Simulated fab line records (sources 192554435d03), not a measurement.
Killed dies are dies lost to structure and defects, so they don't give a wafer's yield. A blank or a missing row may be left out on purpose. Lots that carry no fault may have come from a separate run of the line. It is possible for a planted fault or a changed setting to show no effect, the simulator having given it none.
Split-lot experiment ; flow n5 finfet ; route with 1938 steps; 7 lots, 21 wafers read

== ABOUT THE SPLIT ==
At N5_SD_EPI_P_EPI_21 (deposits SiGe:B, time 355 s), the setting temp c was moved away from the recipe's 550 C on 9 of the 21 wafers read, by -0.6% to +0.6%. The other wafers ran this setting at the recipe's value.

== FROM THE SPLIT TO THE READING: what the file shows between them, 8 steps ==
- N5_SD_EPI_P_EPI_MEAS_23
- N5_SD_EPI_P_HM_STRIP_48: strips SiNx in H3PO4, material SiNx, target depth 3 nm
- N5_SD_EPI_P_SRD_49: time 30 s
- N5_SD_EPI_P_PRECLEAN_24: cleans in O3/DIW, time 45 s
- N5_SD_EPI_P_PRECLEAN_32: cleans in dHF, time 10 s
- N5_SD_EPI_P_PRECLEAN_33: cleans in SC2, time 45 s
- N5_SD_ACTIVATION_RTA_00: time 0 s
- N5_SD_ACTIVATION_LSA_01: time 0.0008 s

== THE READING ==
Measured at N5_SD_ACTIVATION_RS_MEAS_03 by four-point probe: RS_SD_P, in ohm/sq. Typical for fault-free wafers on this fab line: 56.6 ohm/sq, with standard deviation 0.92 ohm/sq.

wafer;tool, chamber at the split;temp c as run, C;against the recipe;RS_SD_P, ohm/sq;against lot-mates on the recipe
L076.1;epi rpcvd-02, 0;550;recipe;56.2;-
L076.3;epi rpcvd-02, 0;552.1;+0.4%;53.6;-2.6
L076.6;epi rpcvd-02, 0;552.1;+0.4%;54.0;-2.2
L082.2;epi rpcvd-01, 0;546.6;-0.6%;60.7;+4.6
L082.4;epi rpcvd-01, 0;550;recipe;55.9;-
L082.5;epi rpcvd-01, 0;550;recipe;56.3;-
L088.1;epi rpcvd-03, 0;550;recipe;55.8;-
L088.3;epi rpcvd-03, 0;550;recipe;55.8;-
L088.4;epi rpcvd-03, 0;550;recipe;56.0;-
L090.1;epi rpcvd-02, 0;550;recipe;56.9;-
L090.2;epi rpcvd-02, 0;550;recipe;57.2;-
L090.3;epi rpcvd-02, 0;551.6;+0.3%;54.6;-2.4
L091.3;epi rpcvd-01, 0;553;+0.5%;53.2;-4.1
L091.4;epi rpcvd-01, 0;550;recipe;57.3;-
L091.6;epi rpcvd-01, 0;553;+0.5%;53.4;-3.9
L092.1;epi rpcvd-02, 0;551;+0.2%;54.8;-1.2
L092.3;epi rpcvd-02, 0;550;recipe;56.5;-
L092.4;epi rpcvd-02, 0;550;recipe;55.5;-
L096.2;epi rpcvd-01, 0;553.5;+0.6%;53.1;-4.8
L096.3;epi rpcvd-01, 0;550;recipe;57.9;-
L096.5;epi rpcvd-01, 0;553.5;+0.6%;52.8;-5.1

FIT RESULTS
A straight line over all 21 wafers: RS_SD_P changes by -6.11 ohm/sq for each +1% of temp c; r = -0.95; the points scatter about the line by 0.61 ohm/sq.
The same after taking each lot's own level away (the mean of its wafers on the recipe; 21 wafers): -7.44 ohm/sq for each +1%; r = -0.99; scatter 0.27 ohm/sq.
Per that fit: largest temp c move, reading shift of 4.7 ohm/sq.
Measured against the standard deviation above, the lots' own levels, which go from 55.87 to 57.90 ohm/sq, span 2.2 times it.
So the slope is not independent of the lot-to-lot level: the two fits are not the same.
Check: -4.69 ohm/sq against its lot-mates is what the line predicts for one of the wafers moved furthest among these (+0.6%) when that wafer is left out of the fit. Against them it came out at -4.8 ohm/sq.

== OTHER SPLITS APPLIED TO THESE WAFERS ==
These wafers also went through other splits before the reading. Each is held against what the fit with the lots' levels taken away leaves over:
other split on the same wafers;wafers away from the commonest value;r with RS_SD_P (lot level and that fit taken away)
N5_PMOS_HMC_CHANNEL_EPI_PEB_07 peb temp c;8;+0.20
N5_PMOS_HMC_CHANNEL_EPI_DESCUM_14 time s;7;+0.12
N5_FIN_SAQP_PECVD_06 time s;4;+0.10
N5_FIN_SAQP_EXPOSE_13 dose mj;6;+0.01
N5_DUMMY_GATE_EXPOSE_12 dose mj;9;-0.10
N5_SD_EPI_P_ETCH_16 target depth a;8;-0.49

== THE WHOLE CHAIN: every reading that the file lists as answering this split, in the file's order ==
step;what it does;reading;change (the file's fit);r (the file's)
N5_SD_EPI_P_EPI_21;deposits SiGe:B, time 355 s;SiGe-B_of_SD_EPI_P_EPI_21.thk nm (the simulator's own value, which no gauge read);+7.79 nm for each +1% of the setting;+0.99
N5_SD_EPI_P_EPI_MEAS_23;;thk nm;withheld for each +1% of the setting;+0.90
N5_SD_EPI_P_HM_STRIP_48;strips SiNx in H3PO4, material SiNx, target depth 3 nm;SiGe-B_of_SD_EPI_P_EPI_21.thk nm (the simulator's own value, which no gauge read);+7.89 nm for each +1% of the setting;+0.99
N5_SD_EPI_P_PRECLEAN_24;cleans in O3/DIW, time 45 s;SiGe-B_of_SD_EPI_P_EPI_21.thk nm (the simulator's own value, which no gauge read);+7.95 nm for each +1% of the setting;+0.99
N5_SD_ACTIVATION_RS_MEAS_03;measures by four-point-probe;RS_SD_P;-7.43 for each +1% of the setting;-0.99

== THE FILE'S OWN FIT ==
RS_SD_P changes by -7.43 ohm/sq for each +1% of temp c, r = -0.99.
